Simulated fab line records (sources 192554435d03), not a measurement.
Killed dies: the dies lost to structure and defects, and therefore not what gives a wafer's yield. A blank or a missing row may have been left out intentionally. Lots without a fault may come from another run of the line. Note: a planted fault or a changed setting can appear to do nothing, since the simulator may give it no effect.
The tool behind it: which one? -- flow n5_finfet -- 9 lots, 27 wafers sampled, at 1 step of a route of 1938

## WHAT EACH GAUGE READ, for each wafer
N5_BEOL_M2_CD_MEAS_18: pitch 36 nm, target cd 18 nm.
lot,measured,on,cd_nm (nm)
L572,day 6 12:26,cd_sem-02,17.63 18.00 17.52
L575,day 7 08:34,cd_sem-01,18.20 17.95 17.97
L579,day 8 08:01,cd_sem-01,17.93 18.20 17.70
L580,day 8 12:07,cd_sem-02,17.81 17.87 17.60
L583,day 9 09:52,cd_sem-02,18.44 18.26 17.94
L589,day 10 20:31,cd_sem-01,18.34 18.31 18.52
L590,day 11 02:52,cd_sem-02,18.00 18.12 18.03
L593,day 12 01:04,cd_sem-01,18.18 18.47 18.18
L595,day 12 06:19,cd_sem-01,17.97 18.22 17.76

## EACH LOT AND THE TOOL THAT RAN IT (in order: tool; ch and the chambers of the sampled wafers; start)
There is no process step in the record ahead of these readings.

## THE ANSWER, worked out from the rows above alone
Rule: usual is defined by the lots themselves. The widest of any qualifying gaps counts: lots, ordered by their means at a reading, are off when they make up no more than a third of the lots, leave a main group of 4 or more, and stand apart from it by 3 or more times the standard deviation of that group's means. A main group whose means are all the same, to the digits that the tables above print for the reading, isn't used. A lot without any number at a reading at which 4 lots or more have one is off too. The other lots that the step has rows for count as sound.
No lot is off on any of the readings shown, so nothing can be concluded from this.

## WHAT THE SIMULATOR HAD INSERTED
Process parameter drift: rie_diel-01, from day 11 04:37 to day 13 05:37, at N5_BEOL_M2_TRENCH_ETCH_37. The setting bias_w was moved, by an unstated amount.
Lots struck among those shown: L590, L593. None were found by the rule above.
